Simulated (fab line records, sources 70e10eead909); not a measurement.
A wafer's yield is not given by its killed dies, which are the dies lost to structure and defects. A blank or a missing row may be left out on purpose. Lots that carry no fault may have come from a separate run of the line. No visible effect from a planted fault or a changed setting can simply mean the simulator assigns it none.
What tool caused it? ; flow nand harc ; route of 1159 steps, sampled at 1 step: 10 lots, 30 wafers

== WHAT THE GAUGES READ, wafer by wafer ==
NHARC_A_CONTACT_OVL_MEAS_09.
lot;measured;on;overlay x nm (nm)
L075;day 17 06:35;overlay-01;0.5 0.6 0.4
L078;day 17 15:11;overlay-01;1.1 0.6 1.0
L081;day 19 03:32;overlay-02;-0.3 -0.1 -0.2
L080;day 19 14:12;overlay-02;0.9 1.3 0.9
L084;day 19 19:01;overlay-02;1.1 0.4 0.7
L085;day 19 20:25;overlay-01;0.8 0.8 0.7
L090;day 20 14:17;overlay-01;-1.6 -0.9 -0.6
L087;day 20 19:54;overlay-02;0.1 -0.1 -0.5
L091;day 21 05:10;overlay-01;-1.1 -0.9 -1.0
L096;day 22 11:58;overlay-01;-0.2 0.1 0.0

== WHICH TOOL RAN EACH LOT (tool, then ch and the chambers of the sampled wafers, then the start) ==
No process step before these readings appears in the record.

== THE ANSWER, worked out from the rows above alone ==
Rule: what is usual is taken from the lots themselves. Put in order of their means at a reading, lots are off if they are a third of the lots or fewer, leave a main group of 4 or more, and stand apart from it by a gap of 3 or more times the standard deviation of the main group's means; of several such gaps the widest counts. A main group whose means are all the same, to the digits that the tables above print for the reading, isn't used. A lot without any number at a reading at which 4 lots or more have one is off too. Any other lot the step has rows for is counted as sound.
Nothing can be told from this: no lot is off at any reading shown.

== WHAT THE SIMULATOR PUT IN ==
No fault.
